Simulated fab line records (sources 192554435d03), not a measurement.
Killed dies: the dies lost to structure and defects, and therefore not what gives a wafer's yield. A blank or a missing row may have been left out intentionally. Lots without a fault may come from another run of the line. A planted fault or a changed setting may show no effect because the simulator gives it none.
Chamber matching -- flow n5_finfet -- ald_sin-04 running N5_SDB_ALD_29: 4 sister chambers
The step deposits SiNx, target thk 30 nm, pulse time 1 s, ald cycles 600. 4 wafers are shown with their chamber, then 12 later ones without.

## WAFERS, EACH WITH ITS CHAMBER
wafer,chamber,heater_power_w (W)
L092.2,2,816
L093.1,1,793
L093.2,0,916
L093.3,3,791

## WAFERS MISSING THEIR CHAMBER
wafer,heater_power_w (W)
L093.4,839
L093.5,919
L093.6,775
L095.1,922
L095.4,822
L095.6,772
L096.1,765
L096.3,801
L096.4,803
L097.1,921
L097.3,776
L097.6,941

## WHICH CHAMBER EACH ONE RAN IN
wafer,from the rows above,in truth
L093.4,can't be placed: 2 or 1 or 3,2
L093.5,0,0
L093.6,can't be placed: 3 or 1 or 2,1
L095.1,0,0
L095.4,can't be placed: 2 or 1 or 3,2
L095.6,can't be placed: 3 or 1 or 2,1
L096.1,can't be placed: 3 or 1 or 2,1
L096.3,can't be placed: 1 or 3 or 2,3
L096.4,can't be placed: 1 or 3 or 2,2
L097.1,0,0
L097.3,can't be placed: 3 or 1 or 2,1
L097.6,0,0
Placed correctly: 4 of 12. Unplaceable from these rows: 8, with the true chamber sitting among the candidates in 8. Wrongly placed: 0.
How it was worked out, from the rows above alone: a wafer's distance from a chamber is the root of the sum, over the readings, of the square of ((its reading less the chamber's mean) divided by the reading's scatter). If the next closest chamber is less than 2 further off than the closest, the wafer can't be placed; otherwise it belongs to the closest. Each chamber's mean is taken over the wafers shown for it. The scatter: root of mean squared gap, hidden wafer to nearest shown wafer, with one shown wafer a chamber.
